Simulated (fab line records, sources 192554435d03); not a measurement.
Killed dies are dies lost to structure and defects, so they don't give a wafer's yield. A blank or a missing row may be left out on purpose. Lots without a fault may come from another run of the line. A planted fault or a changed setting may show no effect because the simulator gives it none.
One fault seen from 2 desks | flow n5_finfet | each desk has only its own numbers; what lay behind them comes last

THE TOOL OWNER'S DESK: rie_si-01
The tool's own readings at N5_FIN_SAQP_MANDREL_ETCH_22 (etches a-Si in HBr/Cl2, stops on SiNx, target depth 60 nm, bt time 10 s, time 30 s): means of the sampled wafers that have a number, for each lot that ran on this tool. A lot is out of limits, marked OUT, if its mean lies more than 4 standard deviations from the usual mean; the brackets give that distance.
Columns: A = chamber_pressure_mTorr at N5_FIN_SAQP_MANDREL_ETCH_22, usual 9.999 mTorr; B = drypump_motor_current_A at N5_FIN_SAQP_MANDREL_ETCH_22, usual 5.7 A; C = mfc_cl2_sccm at N5_FIN_SAQP_MANDREL_ETCH_22, usual 79.99 sccm; D = oes_product_au at N5_FIN_SAQP_MANDREL_ETCH_22, usual 0.766 a.u.; E = throttle_valve_pct at N5_FIN_SAQP_MANDREL_ETCH_22, usual 35.2 %
lot  | first seen here | A      | B   | C     | D     | E
L830 | day 2 04:20     | 9.999  | 5.6 | 80.02 | 0.782 | 35.4
L837 | day 3 22:34     | 10.002 | 5.6 | 79.89 | 0.777 | 35.4
L842 | day 5 06:54     | 9.999  | 5.8 | 79.93 | 0.765 | 34.9
L843 | day 5 10:50     | 10.006 | 5.6 | 79.98 | 0.768 | 35.6
This desk's finding: nothing out of limits on any of the 4 lots.

THE METROLOGY DESK
What the gauges read, lot by lot, whatever tool the lot ran on: means of the sampled wafers that have a number. A lot is out of limits, marked OUT, if its mean lies more than 4 standard deviations from the usual mean; the brackets give that distance. Of its 11 readings 7 are shown: those that lie furthest out on some lot.
Columns: A = FIN_CORE_OVL at N5_FIN_SAQP_OVL_MEAS_17, usual 0.0 nm; B = IOFF_N at N5_BEOL_M4_RC_MEAS_101, usual 0.17 nA/um; C = IOFF_P at N5_BEOL_M4_RC_MEAS_101, usual 0.22 nA/um; D = ION_N at N5_BEOL_M4_RC_MEAS_101, usual 679 uA/um; E = ION_P at N5_BEOL_M4_RC_MEAS_101, usual 465 uA/um; F = VT_N at N5_BEOL_M4_RC_MEAS_101, usual 249 mV; G = VT_P at N5_BEOL_M4_RC_MEAS_101, usual -249 mV
lot  | first seen here | A    | B    | C    | D   | E   | F   | G
L830 | day 2 04:00     | 0.1  | 0.18 | 0.23 | 684 | 468 | 246 | -249
L831 | day 2 09:43     | 1.0  | 0.14 | 0.20 | 673 | 462 | 253 | -253
L833 | day 2 22:33     | -0.7 | 0.18 | 0.24 | 675 | 466 | 250 | -248
L836 | day 3 15:06     | 1.2  | 0.18 | 0.23 | 684 | 466 | 248 | -249
L837 | day 3 22:13     | -0.4 | 0.20 | 0.24 | 691 | 469 | 246 | -247
L842 | day 5 06:21     | -0.9 | 0.16 | 0.23 | 684 | 473 | 249 | -246
L843 | day 5 10:28     | -1.5 | 0.18 | 0.27 | 679 | 470 | 246 | -246
L851 | day 7 10:14     | -0.7 | 0.24 | 0.34 | 709 | 489 | 242 | -239
L852 | day 7 15:42     | -0.8 | 0.14 | 0.19 | 659 | 452 | 250 | -253
This desk's finding: nothing out of limits on any of the 9 lots.

PUT TOGETHER
The tool owner's desk saw nothing out of limits.
The metrology desk saw nothing out of limits.

WHAT THE SIMULATOR HAD PUT IN
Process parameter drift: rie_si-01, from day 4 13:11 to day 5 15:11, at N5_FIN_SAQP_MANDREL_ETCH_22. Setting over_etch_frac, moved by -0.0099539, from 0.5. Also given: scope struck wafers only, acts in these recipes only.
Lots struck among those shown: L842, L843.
